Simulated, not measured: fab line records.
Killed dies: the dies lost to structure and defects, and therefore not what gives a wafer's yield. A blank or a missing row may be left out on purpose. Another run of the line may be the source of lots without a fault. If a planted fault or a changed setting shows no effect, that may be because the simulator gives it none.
Which tool is to blame? / flow nand-harc / Sampling: 7 lots, 21 wafers, 3 of 1302 route steps

WHAT THE GAUGES SHOWED, per wafer
NHARC_P_CONTACT_CD_MEAS_12: target cd 90 nm.
lot=L463; measured=day 6 12:28; on=cd-sem-01; cd-nm (nm)=89.8 89.6 89.9
lot=L469; measured=day 10 00:51; on=cd-sem-02; cd-nm (nm)=90.6 90.6 90.2
lot=L467; measured=day 10 08:57; on=cd-sem-03; cd-nm (nm)=89.4 90.3 89.6
lot=L475; measured=day 11 20:08; on=cd-sem-03; cd-nm (nm)=89.3 89.6 89.2
lot=L477; measured=day 12 11:54; on=cd-sem-03; cd-nm (nm)=91.2 90.7 90.3
lot=L481; measured=day 14 02:12; on=cd-sem-02; cd-nm (nm)=90.4 90.0 90.1
lot=L483; measured=day 15 04:33; on=cd-sem-02; cd-nm (nm)=90.4 90.4 90.3

TOOL THAT RAN EACH LOT (tool first, then ch and the chambers of the sampled wafers, then the start)
lot=L463; NHARC_P_CONTACT_DEP_00=pecvd-04 ch 0,1, day 6 11:46 or earlier; NHARC_P_CONTACT_CMP_01=cmp-02 ch 1,2,3, day 6 11:46
lot=L469; NHARC_P_CONTACT_DEP_00=pecvd-04 ch 0,1, day 10 00:02 or earlier; NHARC_P_CONTACT_CMP_01=cmp-02 ch 0,1,3, day 10 00:02
lot=L467; NHARC_P_CONTACT_DEP_00=pecvd-04 ch 0,2, day 10 08:07 or earlier; NHARC_P_CONTACT_CMP_01=cmp-04 ch 2,3, day 10 08:07
lot=L475; NHARC_P_CONTACT_DEP_00=pecvd-02 ch 1,2, day 11 19:26 or earlier; NHARC_P_CONTACT_CMP_01=cmp-04 ch 2,3, day 11 19:26
lot=L477; NHARC_P_CONTACT_DEP_00=pecvd-01 ch 0,1,2, day 12 11:06 or earlier; NHARC_P_CONTACT_CMP_01=cmp-02 ch 0,1,2, day 12 11:06
lot=L481; NHARC_P_CONTACT_DEP_00=pecvd-04 ch 0,1,2, day 14 01:31 or earlier; NHARC_P_CONTACT_CMP_01=cmp-01 ch 0,2,3, day 14 01:31
lot=L483; NHARC_P_CONTACT_DEP_00=pecvd-04 ch 0,1,2, day 15 03:44 or earlier; NHARC_P_CONTACT_CMP_01=cmp-04 ch 0,1, day 15 03:44
- NHARC_P_CONTACT_DEP_00: deposits SiO2, target thk 500 nm.
- NHARC_P_CONTACT_CMP_01: polishes SiO2, target thk 200 nm.

THE ANSWER, worked out from the rows above alone
Rule: usual is defined by the lots themselves. The widest of any qualifying gaps counts: lots, ordered by their means at a reading, are off when they make up no more than a third of the lots, leave a main group of 4 or more, and stand apart from it by 3 or more times the standard deviation of that group's means. If all means in a main group match to the digits the tables above print for the reading, that group is not used. A lot without any number at a reading at which 4 lots or more have one is off too. The other lots that the step has rows for count as sound.
Across all readings shown, no lot is off: no conclusion can be drawn from this.

WHAT HAD BEEN PUT IN BY THE SIMULATOR
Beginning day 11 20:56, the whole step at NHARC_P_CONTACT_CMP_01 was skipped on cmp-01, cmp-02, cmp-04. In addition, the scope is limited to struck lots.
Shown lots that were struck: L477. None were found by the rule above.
